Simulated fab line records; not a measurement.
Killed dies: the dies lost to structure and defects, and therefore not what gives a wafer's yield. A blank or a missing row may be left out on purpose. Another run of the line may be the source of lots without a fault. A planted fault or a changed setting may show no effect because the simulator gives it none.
Chamber matching	flow nand-harc	NHARC_A_STAIRCASE_ALD_420 on ald-hk-03 has 4 sister chambers
The step deposits SiO2, target thk 20 nm, pulse time 6 s, ald cycles 200. 18 wafers are shown with their chamber, then 9 later ones without.

WAFERS, EACH WITH ITS CHAMBER
wafer	chamber	heater-power-w (W)	precursor-pulse-height-rel
L076.2	3	499	1.030
L076.3	0	489	0.967
L076.6	1	421	1.017
L076.1	1	423	0.973
L076.4	2	477	0.992
L076.5	0	493	1.027
L081.2	1	412	1.035
L081.3	0	500	1.011
L081.6	0	494	1.004
L082.2	0	492	1.019
L082.3	3	483	1.024
L082.4	2	481	0.994
L084.3	2	473	0.999
L084.4	1	425	1.003
L084.5	0	488	1.027
L083.2	1	425	1.005
L083.4	3	497	1.011
L083.6	1	430	1.012

SIGNATURES (means of the wafers above)
reading	chamber 0	chamber 1	chamber 2	chamber 3	scatter within a chamber
heater-power-w	492.67	422.67	477.00	493.00	5.71
precursor-pulse-height-rel	1.00917	1.00750	0.99500	1.02167	0.0186
Rule: distance of a wafer from a chamber = root of the sum over the readings of ((wafer's reading minus chamber's mean) / reading's scatter) squared. The wafer belongs to the nearest chamber; if the next one is less than 2 further off, it can't be placed. The scatter is the square root of a quotient: the sum, over the shown wafers, of each reading's squared deviation from its chamber's mean, divided by wafers minus chambers.

WAFERS WITH NO CHAMBER GIVEN
wafer	heater-power-w (W)	precursor-pulse-height-rel
L087.1	420	0.978
L087.4	476	1.005
L087.6	493	0.969
L093.1	461	1.014
L093.5	464	0.971
L093.6	400	0.986
L095.1	410	0.987
L095.2	476	1.051
L095.4	512	1.045

WHICH CHAMBER EACH WENT THROUGH
wafer	from the rows above	in truth
L087.1	1	1
L087.4	2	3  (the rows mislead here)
L087.6	can't be placed: 0 or 3 or 2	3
L093.1	2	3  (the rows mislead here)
L093.5	2	2
L093.6	1	1
L095.1	1	1
L095.2	can't be placed: 2 or 3 or 0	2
L095.4	can't be placed: 3 or 0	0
Correctly placed: 4 of 9. Can't be placed from these rows: 3 (the true chamber is among the candidates in 3). Placed wrongly: 2.
